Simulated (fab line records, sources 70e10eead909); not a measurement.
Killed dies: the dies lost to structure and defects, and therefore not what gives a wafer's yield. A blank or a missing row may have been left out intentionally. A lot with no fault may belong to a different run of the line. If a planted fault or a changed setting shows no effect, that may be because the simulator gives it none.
Which of the tools did it? | flow nand harc | 6 lots, 18 wafers sampled, at 5 steps of a route of 1302

WHAT THE GAUGES READ, wafer by wafer
NHARC_END_SORT_01.
lot | measured | on | defect limited yield (%)

WHICH TOOL RAN EACH LOT (tool, then ch and the chambers of the sampled wafers, then the start)
lot  | NHARC_P_GATE_RTA_64              | NHARC_P_CONTACT_ETCH_35            | NHARC_P_M0_DEVELOP_08             | NHARC_P_M0_ETCH_34
L270 | rtp anneal-02 ch 0, day 6 20:29  | rie diel-11 ch 0,2, day 6 23:30    | litho track-04 ch 0, day 7 03:00  | rie diel-02 ch 0,2,3, day 7 03:41
L274 | rtp anneal-02 ch 0, day 8 19:52  | rie diel-06 ch 1,3, day 8 22:59    | litho track-01 ch 0, day 9 02:00  | rie diel-02 ch 0,1, day 9 03:08
L282 | rtp anneal-01 ch 0, day 12 07:01 | rie diel-01 ch 0,1, day 12 10:08   | litho track-04 ch 0, day 12 17:00 | rie diel-10 ch 0,1, day 12 18:14
L284 | rtp anneal-02 ch 0, day 12 20:25 | rie diel-06 ch 2,3, day 12 23:32   | litho track-04 ch 0, day 13 03:00 | rie diel-10 ch 0,1,3, day 13 03:57
L288 | rtp anneal-01 ch 0, day 14 10:17 | rie diel-11 ch 0,2,3, day 14 13:16 | litho track-01 ch 0, day 14 17:00 | rie diel-02 ch 0,2, day 14 17:28
L290 | rtp anneal-02 ch 0, day 15 11:11 | rie diel-06 ch 2,3, day 15 14:14   | litho track-01 ch 0, day 15 17:00 | rie diel-02 ch 0,1,3, day 15 18:16
- NHARC_P_GATE_RTA_64: time 1 s.
- NHARC_P_CONTACT_ETCH_35: etches the open film in CF4, target depth 39 nm, time 65 s.
- NHARC_P_M0_DEVELOP_08: develop time 35 s.
- NHARC_P_M0_ETCH_34: etches the open film in N2/H2, target depth 40 nm, overetch 12 nm, time 43.94 s.

THE ANSWER, worked out from the rows above alone
Rule: usual is defined by the lots themselves. The widest of any qualifying gaps counts: lots, ordered by their means at a reading, are off when they make up no more than a third of the lots, leave a main group of 4 or more, and stand apart from it by 3 or more times the standard deviation of that group's means. The tables above print the reading to a certain number of digits; a main group whose means all agree to those digits is not used. Also off: a lot with no number at a reading for which 4 or more lots have one. Any other lot the step has rows for is counted as sound.
No lot is off on any of the readings shown, so nothing can be concluded from this.

WHAT THE SIMULATOR HAD INSERTED
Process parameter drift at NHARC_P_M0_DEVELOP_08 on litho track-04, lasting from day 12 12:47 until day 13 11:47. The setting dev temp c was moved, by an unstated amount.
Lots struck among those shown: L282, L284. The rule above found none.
